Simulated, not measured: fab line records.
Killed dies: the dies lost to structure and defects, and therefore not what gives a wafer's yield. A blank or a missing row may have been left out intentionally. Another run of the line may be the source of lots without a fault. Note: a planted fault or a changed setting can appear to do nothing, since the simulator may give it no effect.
Comparing a struck lot with a sound one :: flow n5_finfet :: 16 out of 1938 route steps
Sound: wafers L231.1, L231.3, L231.5. Struck: wafers L240.3, L240.4. (L240.5 of the same lot was not struck and is left out.) The cause comes at the end.
Each step with rows lists, per side, the tool, then ch with its chambers, then its first start. Under that, the readings that differ: sound wafers :: struck wafers :: difference of the means :: sigmas: that difference in standard deviations of wafers without a fault.
alike: a reading whose means differ by less than 2 such deviations, as well as words and numbers matching on both sides. not compared: withheld readings; readings where some wafer has no value; bounds like >300 that might hide an equal value; numbers whose values overlap and for which the record gives no deviation.
Wherever a step has rows on one side only, a row that says differs or no value, or a row with sigmas, the two part there. Non-overlapping numbers with no deviation appear without sigmas and do not part them. Lack of a reading on every wafer of one side parts them only where that side has two or more wafers.

first, 1 step without rows for these wafers: N5_MOL_CONTACT_COAG_STRIP_98 (strips in N2/H2).
N5_MOL_CONTACT_COAG_CD_MEAS_99: the cd target is 17.2 nm.
  struck on cd_sem-02, day 7 01:14; sound on cd_sem-03, day 5 11:38
  alike: cd_nm
then, 3 steps without rows for these wafers: N5_MOL_CONTACT_COAG_IMPLANT_129; N5_MOL_CONTACT_COAG_PRECLEAN_111 (cleans in NF3:NH3, afs cycles 1, time 20 s, sublimation time 60 s); N5_MOL_CONTACT_COAG_TI_SIL_19 (material Ti, target thk 4.2 nm, time 15 s).
N5_MOL_CONTACT_COAG_ALD_20: deposits TiN, target thk 1.5 nm, pulse time 1 s, purge time 3 s.
  sound on ald_metal-03 ch 0,1,2, day 5 13:13; struck on ald_metal-03 ch 0,2, day 7 03:40
  alike: heater_power_w, precursor_pulse_height_rel
  not compared: since_wet_clean_h
N5_MOL_CONTACT_COAG_SIL_ANNEAL_21: time 60 s.
  sound on rtp_anneal-02 ch 0, day 5 13:35; struck on rtp_anneal-02 ch 0, day 7 04:07
  alike: lamp_power_pct, wafer_temp_C_max
N5_MOL_CONTACT_COAG_PRE_CLEAN_141: time 60 s.
  struck on pvd_sputter-02, day 7 04:32; sound on pvd_sputter-01, day 5 14:31
  alike: heater_power_w
then, 2 steps without rows for these wafers: N5_MOL_CONTACT_COAG_SPUTTER_143 (material Co, target thk 2.5 nm); N5_MOL_CONTACT_COAG_CO_FILL_22 (material Co, precursor CCTBA/H2, target thk 20 nm).
N5_MOL_CONTACT_COAG_ANNEAL_113: time 300 s.
  sound on rtp_anneal-01 ch 0, day 5 15:19; struck on rtp_anneal-02 ch 0, day 7 05:40
reading: lamp_power_pct (%)
sound: 2.267 2.268 2.267
struck: 2.319 2.315
difference: +0.050
sigmas: +2
  alike: anneal_temp_c_max, wafer_temp_C_max
N5_MOL_CONTACT_COAG_PRE_CLEAN_142: time 60 s.
  struck on pvd_sputter-03, day 7 06:18; sound on pvd_sputter-01, day 5 16:49
  alike: heater_power_w
N5_MOL_CONTACT_COAG_SPUTTER_130: material Co, target thk 47.5 nm.
  struck on pvd_sputter-03, day 7 13:07; sound on pvd_sputter-01, day 5 16:52
reading: model.Co_of_MOL_CONTACT_COAG_SPUTTER_130.thk_nm (nm)
sound: 47.4 46.6 47.8
struck: 26.8 27
difference: -20.4
sigmas: 
  alike: cathode_dc_power_W, throttle_valve_pct
then, 1 step without rows for these wafers: N5_MOL_CONTACT_COAG_PRECLEAN_125 (cleans in DIW, time 57.5 s).
-- here the record skips 3 days between the struck wafers' starts before and after, leaving off in module MOL_CONTACT_COAG and picking up in module BEOL_M4 (first step shown: number 1111 of the route) --
N5_BEOL_M4_RC_MEAS_101:
  sound on prober-02 ch 0, day 9 01:32; struck on prober-02 ch 0, day 10 20:01
reading: ION_N (uA/um)
sound: 710 663 691
struck: 645 668
difference: -32
sigmas: -3

reading: ION_P (uA/um)
sound: 487 463 473
struck: 453 457
difference: -19
sigmas: -3
  alike: DIBL_N, DIBL_P, IOFF_N, IOFF_P, SS_N, SS_P, VT_N, VT_P
N5_PASSIVATION_PROBE_49:
  the record holds rows for the sound wafers here (prober-02, day 13 13:54) but none for the struck ones

== WHERE THEY PART ==
First at N5_MOL_CONTACT_COAG_ANNEAL_113; last, within this record, at N5_PASSIVATION_PROBE_49.

WHY: the cause the simulator had injected
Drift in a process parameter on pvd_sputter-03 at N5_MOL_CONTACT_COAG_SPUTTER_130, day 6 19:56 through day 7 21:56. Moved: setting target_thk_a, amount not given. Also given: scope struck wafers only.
